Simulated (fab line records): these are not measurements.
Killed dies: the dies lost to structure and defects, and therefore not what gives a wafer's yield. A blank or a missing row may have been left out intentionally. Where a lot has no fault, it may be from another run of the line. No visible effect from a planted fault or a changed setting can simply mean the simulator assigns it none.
Struck lot and sound lot, side by side :: flow n5 finfet :: 15 steps out of a route of 1938
Sound: the wafers L968.1, L968.2, L968.4. Struck: wafer L972.1. (L972.2, L972.3 of the same lot were not struck and are left out.) The cause comes at the end.
Order at every step that has rows: each side's tool, ch and its chambers, its first start. Under that, the readings that differ: sound wafers :: struck wafers :: difference of the means :: sigmas: that difference in standard deviations of wafers without a fault.
alike: same words and numbers on both sides, and readings whose means sit less than 2 such deviations apart. not compared: any withheld reading, any reading some wafer has no value for, any bound like >300 that may hide the same value, and any number with overlapping values for which the record gives no deviation.
A row with sigmas, a row that says differs or no value, or rows on one side alone: a step with any of these is where the two part. Non-overlapping numbers with no deviation appear without sigmas and do not part them. A reading that every wafer of one side lacks parts them only if that side has two wafers or more.

N5_BEOL_M9_STRIP_80: strips in N2/H2, time 10 s.
  sound: rie diel-06 ch 1,2,3; struck: rie diel-06 ch 2
reading: rf hours counter h (h)
sound: 175 40 184
struck: 192
difference: +59
sigmas: 
  alike: bias power w, drypump motor current A, h2 flow sccm, oes product au, rf vpp V, showerhead plenum p Torr, temp c, throttle valve pct
N5_BEOL_M9_OCD_MEAS_38:
  sound on ocd-02 at day 12 13:24; struck on ocd-02 at day 13 08:34
  alike: trench depth nm
then, 4 steps without rows for these wafers: N5_BEOL_M9_HM_STRIP_39 (strips TiN in peroxide tin strip, target depth 25 nm, time 158 s); N5_BEOL_M9_SRD_40 (time 30 s); N5_BEOL_M9_PRECLEAN_42 (cleans in residue remover, time 60 s); N5_BEOL_M9_SRD_43 (time 30 s).
N5_BEOL_M9_CD_MEAS_35: target cd 70 nm, target cd y 40 nm.
  sound on cd sem-01 at day 12 13:34; struck on cd sem-03 at day 13 08:43
  alike: cd nm
then, 2 steps without rows for these wafers: N5_BEOL_M9_CURE_72 (cures SiCOH lowk, time 120 s); N5_BEOL_M9_DEGAS_44 (time 60 s).
N5_BEOL_M9_PRE_CLEAN_45: time 30 s.
  sound on pvd sputter-03 at day 12 14:22; struck on pvd sputter-01 at day 13 11:07
  alike: heater power w
N5_BEOL_M9_ALD_74: deposits TaN, target thk 2 nm, pulse time 2 s, purge time 3 s.
  sound on ald metal-01 ch 1,2,3, day 12 14:27; struck on ald metal-01 ch 2, day 13 11:16
  alike: heater power w, mfc carrier sccm
N5_BEOL_M9_SURFACE_TREAT_79:
  sound on pvd sputter-03 at day 12 14:45; struck on pvd sputter-02 at day 13 11:33
  not compared: throttle valve pct
N5_BEOL_M9_CVD_78: deposits Co from CCTBA/H2, target thk 2 nm, time 138.9 s.
  sound on cvd co-02 ch 0,2, day 12 15:02; struck on cvd co-01 ch 1, day 13 11:38
reading: run length s (s)
sound: 161.5 160.5 160.9
struck: 289.5
difference: +128.5
sigmas: +99 or more
N5_BEOL_M9_SPUTTER_48: material Cu, target thk 12 nm, time 2 s.
  sound on pvd sputter-03 at day 12 15:15; struck on pvd sputter-02 at day 13 11:49
  alike: bias v, substrate temp c, throttle valve pct
N5_PASSIVATION_PROBE_49:
  rows exist in the record for the sound wafers here (prober-01, day 15 20:47), none for the struck ones

## WHERE THEY PART
Last at N5_PASSIVATION_PROBE_49 as far as this record goes, first at N5_BEOL_M9_CVD_78.

WHY: whatever the simulator had introduced
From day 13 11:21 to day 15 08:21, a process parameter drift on cvd co-01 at N5_BEOL_M9_CVD_78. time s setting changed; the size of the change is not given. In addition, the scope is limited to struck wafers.
